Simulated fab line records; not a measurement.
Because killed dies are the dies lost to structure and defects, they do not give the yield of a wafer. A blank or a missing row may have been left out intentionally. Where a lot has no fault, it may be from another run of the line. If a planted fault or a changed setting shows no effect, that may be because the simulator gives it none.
Split-lot experiment ; flow n5Finfet ; 21 wafers read across 7 lots, on a route 1938 steps long

ABOUT THE SPLIT
At N5_MOL_CONTACT_COAG_COAT_64 (time 60 s, resist thk 10 nm), the setting spinRpm was moved away from the recipe's 1500 rpm on 7 of the 21 wafers read, by -10.3% to +9.5%. The other wafers ran this setting at the recipe's value.

FROM THE SPLIT TO THE READING: what the file shows between them, 4 steps
- N5_MOL_CONTACT_COAG_COAT_34: resist thk 40 nm
- N5_MOL_CONTACT_COAG_EBR_36
- N5_MOL_CONTACT_COAG_DESCUM_45: chemistry O2, time 7 s
- N5_MOL_CONTACT_COAG_ETCH_65: etches underlayer in N2/H2, target depth 13 nm, time 10.4 s

THE READING
CAR-EUV_of_MOL_CONTACT_COAG_COAT_34.thkNm (the simulator's own value, which no gauge read), in nm, at N5_MOL_CONTACT_COAG_ETCH_66 (etches SiARC in CF4, target depth 13 nm, time 21.7 s). There is no usual value for it anywhere in the file. Average 17.0 nm, standard deviation 0.17 nm, over the 14 wafers here run with the recipe.

wafer;tool, chamber at the split;spinRpm as run, rpm;against the recipe;CAR-EUV_of_MOL_CONTACT_COAG_COAT_34.thkNm, nm;against lot-mates on the recipe
L075.2;lithoTrack-04, 0;1500;recipe;17.2;-
L075.5;lithoTrack-04, 0;1405;-6.3%;16.8;-0.4
L075.6;lithoTrack-04, 0;1405;-6.3%;16.8;-0.4
L081.1;lithoTrack-04, 0;1500;recipe;17.2;-
L081.2;lithoTrack-04, 0;1642;+9.5%;17.4;+0.3
L081.5;lithoTrack-04, 0;1500;recipe;17;-
L084.2;lithoTrack-03, 0;1500;recipe;17.2;-
L084.3;lithoTrack-03, 0;1500;recipe;17.2;-
L084.6;lithoTrack-03, 0;1500;recipe;17.2;-
L086.2;lithoTrack-03, 0;1500;recipe;17;-
L086.6;lithoTrack-03, 0;1500;recipe;17;-
L086.3;lithoTrack-03, 0;1500;recipe;17.2;-
L090.2;lithoTrack-01, 0;1500;recipe;16.8;-
L090.5;lithoTrack-01, 0;1500;recipe;16.8;-
L090.6;lithoTrack-01, 0;1500;recipe;16.8;-
L091.2;lithoTrack-01, 0;1346;-10.3%;16.2;-1.0
L091.3;lithoTrack-01, 0;1500;recipe;17.2;-
L091.5;lithoTrack-01, 0;1346;-10.3%;16.6;-0.6
L097.1;lithoTrack-03, 0;1369;-8.7%;16.2;-0.6
L097.2;lithoTrack-03, 0;1369;-8.7%;16.2;-0.6
L097.4;lithoTrack-03, 0;1500;recipe;16.8;-

FIT RESULTS
A straight line over all 21 wafers: CAR-EUV_of_MOL_CONTACT_COAG_COAT_34.thkNm changes by +0.0626 nm for each +1% of spinRpm; r = +0.84; the points scatter about the line by 0.2 nm.
The same after taking each lot's own level away (the mean of its wafers on the recipe; 21 wafers): +0.0626 nm for each +1%; r = +0.94; scatter 0.11 nm.
That fit puts the effect of the largest move of spinRpm on the reading at 0.64 nm.
Measured against the standard deviation above, the lots' own levels, which go from 16.80 to 17.20 nm, span 2.3 times it.
The two slopes are in agreement: the lot-to-lot level therefore moves the slope only a little.
Check: -0.597 nm against its lot-mates is what the line predicts for one of the wafers moved furthest among these (-10.3%) when that wafer is left out of the fit. Against them it came out at -1 nm.

ADDITIONAL SPLITS CARRIED BY THESE WAFERS
These wafers also went through other splits before the reading. Each is held against what the fit with the lots' levels taken away leaves over:
other split on the same wafers;wafers away from the commonest value;r with CAR-EUV_of_MOL_CONTACT_COAG_COAT_34.thkNm (lot level and that fit taken away)
N5_SDB_STRIP_22 powerW;7;+0.11
N5_HKMG_FIN_ETCH_54 sourceW;7;+0.24
N5_MOL_CONTACT_COAG_CONTACT_ETCH_14 sourceW;2;-0.05

THE WHOLE CHAIN: every reading that the file lists as answering this split, in the file's order
step;what it does;reading;change (the file's fit);r (the file's)
N5_MOL_CONTACT_COAG_COAT_64;time 60 s, resist thk 10 nm;underlayer_of_MOL_CONTACT_COAG_COAT_64.thkNm (the simulator's own value, which no gauge read);-0.0513 nm for each +1% of the setting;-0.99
N5_MOL_CONTACT_COAG_ETCH_65;etches underlayer in N2/H2, target depth 13 nm, time 10.4 s;CAR-EUV_of_MOL_CONTACT_COAG_COAT_34.thkNm (the simulator's own value, which no gauge read);+0.0655 nm for each +1% of the setting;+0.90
N5_MOL_CONTACT_COAG_ETCH_65;etches underlayer in N2/H2, target depth 13 nm, time 10.4 s;etch.depthNm (the simulator's own value, which no gauge read);-0.0506 nm for each +1% of the setting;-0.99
N5_MOL_CONTACT_COAG_ETCH_66;etches SiARC in CF4, target depth 13 nm, time 21.7 s;CAR-EUV_of_MOL_CONTACT_COAG_COAT_34.thkNm (the simulator's own value, which no gauge read);+0.0605 nm for each +1% of the setting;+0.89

THE FILE'S OWN FIT
CAR-EUV_of_MOL_CONTACT_COAG_COAT_34.thkNm changes by +0.0605 nm for each +1% of spinRpm, r = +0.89.
